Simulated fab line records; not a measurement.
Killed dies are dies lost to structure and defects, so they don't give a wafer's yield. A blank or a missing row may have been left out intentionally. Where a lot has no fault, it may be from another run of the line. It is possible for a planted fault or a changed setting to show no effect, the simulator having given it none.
Split-lot trial	flow n5 finfet	route with 1938 steps; 7 lots, 21 wafers read

== ON THE SPLIT ==
At N5_BEOL_M6_ETCH_62 (etches SOC in N2/H2, target depth 110 nm, overetch 22 nm, time 165 s), the setting time s was moved away from the recipe's 165 s on 4 of the 21 wafers read, by +6.8% to +21.9%. This setting was run at the recipe's value on the other wafers.

The reading comes from the split's own step.

== THE READING ==
SiARC_of_BEOL_M6_COAT_60.thk nm (the simulator's own value, which no gauge read), in nm, at N5_BEOL_M6_ETCH_62 (etches SOC in N2/H2, target depth 110 nm, overetch 22 nm, time 165 s). No usual value for it is given in the file. Average 28.4 nm, standard deviation 0.27 nm, over the 17 wafers here run with the recipe.

wafer	tool, chamber at the split	time s as run, s	against the recipe	SiARC_of_BEOL_M6_COAT_60.thk nm, nm	against lot-mates on the recipe
L077.1	rie diel-05, 3	165	recipe	28.4	-
L077.2	rie diel-05, 0	165	recipe	28.8	-
L077.6	rie diel-05, 0	165	recipe	28.6	-
L078.1	rie diel-01, 3	165	recipe	28.6	-
L078.2	rie diel-01, 0	190.4	+15.4%	27.6	-1.1
L078.5	rie diel-01, 3	165	recipe	28.8	-
L085.1	rie diel-04, 1,0	165	recipe	28.2	-
L085.6	rie diel-04, 1,0	165	recipe	28.2	-
L085.3	rie diel-04, 2	165	recipe	28.8	-
L086.1	rie diel-05, 2	165	recipe	28.2	-
L086.4	rie diel-05, 3	165	recipe	28.4	-
L086.5	rie diel-05, 2	165	recipe	28	-
L087.3	rie diel-01, 0,3	165	recipe	28.6	-
L087.5	rie diel-01, 0,3	165	recipe	28.6	-
L087.6	rie diel-01, 0	165	recipe	28.4	-
L092.3	rie diel-01, 2	165	recipe	28	-
L092.4	rie diel-01, 3	165	recipe	28.6	-
L092.5	rie diel-01, 2	176.3	+6.8%	27.6	-0.7
L095.3	rie diel-05, 2	165	recipe	28	-
L095.4	rie diel-05, 3	201.1	+21.9%	26.8	-1.2
L095.5	rie diel-05, 2	201.1	+21.9%	26.6	-1.4
Rows listing several chambers each stand for several wafers; the file does not say which wafer went through which chamber.

FIT RESULTS
A straight line over all 21 wafers: SiARC_of_BEOL_M6_COAT_60.thk nm changes by -0.0752 nm for each +1% of time s; r = -0.89; the points scatter about the line by 0.28 nm.
The same after taking each lot's own level away (the mean of its wafers on the recipe; 21 wafers): -0.0627 nm for each +1%; r = -0.92; scatter 0.2 nm.
That fit puts the effect of the largest move of time s on the reading at 1.4 nm.
Across the lots, their own levels run from 28.00 to 28.70 nm, a range of 2.6 times the standard deviation given above.
So the slope is not independent of the lot-to-lot level: the two fits are not the same.
Check: -1.5 nm against its lot-mates is what the line predicts for one of the wafers moved furthest among these (+21.9%) when that wafer is left out of the fit. It came out at -1.2 nm against them.

== THE WHOLE CHAIN: every reading that the file lists as answering this split, in the file's order ==
step	what it does	reading	change (the file's fit)	r (the file's)
N5_BEOL_M6_ETCH_62	etches SOC in N2/H2, target depth 110 nm, overetch 22 nm, time 165 s	SiARC_of_BEOL_M6_COAT_60.thk nm (the simulator's own value, which no gauge read)	-0.0658 nm for each +1% of the setting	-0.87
N5_BEOL_M6_HM_OPEN_17	chemistry Cl2/BCl3, target TiN, target depth 20 nm, overetch 6 nm	etch.depth nm (the simulator's own value, which no gauge read)	-0.17 nm for each +1% of the setting, in a fit together with target thk a@BEOL_M6_HM_DEP_02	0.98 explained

== FILE'S OWN FIT ==
SiARC_of_BEOL_M6_COAT_60.thk nm changes by -0.0658 nm for each +1% of time s, r = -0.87.
